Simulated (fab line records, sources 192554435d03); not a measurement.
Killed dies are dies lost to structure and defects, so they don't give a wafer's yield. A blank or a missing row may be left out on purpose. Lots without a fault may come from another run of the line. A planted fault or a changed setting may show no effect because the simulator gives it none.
Chamber matching | flow n5_finfet | N5_BEOL_M13_ILD_DEP_00 on pecvd-03: 3 sister chambers
The step deposits SiOC from DEMS/O2, target thk 837.92 nm, time 166.4 s. 3 wafers are shown with their chamber, then 8 later ones without.

WAFERS WITH THEIR CHAMBER
wafer  | chamber | showerhead_vpp_V (V)
L086.2 | 1       | 1470
L089.6 | 0       | 1369
L092.1 | 2       | 1400

WAFERS WITHOUT THEIR CHAMBER
wafer  | showerhead_vpp_V (V)
L092.2 | 1467
L092.4 | 1337
L094.3 | 1508
L094.4 | 1481
L094.5 | 1349
L095.1 | 1358
L095.2 | 1409
L095.6 | 1389

WHICH CHAMBER EACH WENT THROUGH
wafer  | from the rows above     | in truth
L092.2 | 1                       | 1
L092.4 | can't be placed: 0 or 2 | 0
L094.3 | 1                       | 1
L094.4 | 1                       | 1
L094.5 | can't be placed: 0 or 2 | 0
L095.1 | can't be placed: 0 or 2 | 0
L095.2 | can't be placed: 2 or 0 | 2
L095.6 | can't be placed: 2 or 0 | 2
Placed correctly: 3 of 8. Can't be placed from these rows: 5 (the true chamber is among the candidates in 5). Placed wrongly: 0.
How it was worked out, from the rows above alone: a wafer's distance from a chamber is the root of the sum, over the readings, of the square of ((its reading less the chamber's mean) divided by the reading's scatter). The wafer belongs to the nearest chamber; if the next one is less than 2 further off, it can't be placed. A chamber's mean is the mean of its shown wafers. The scatter: with one shown wafer a chamber, the root of the mean of the squares of how far each hidden wafer lies from its nearest shown one.
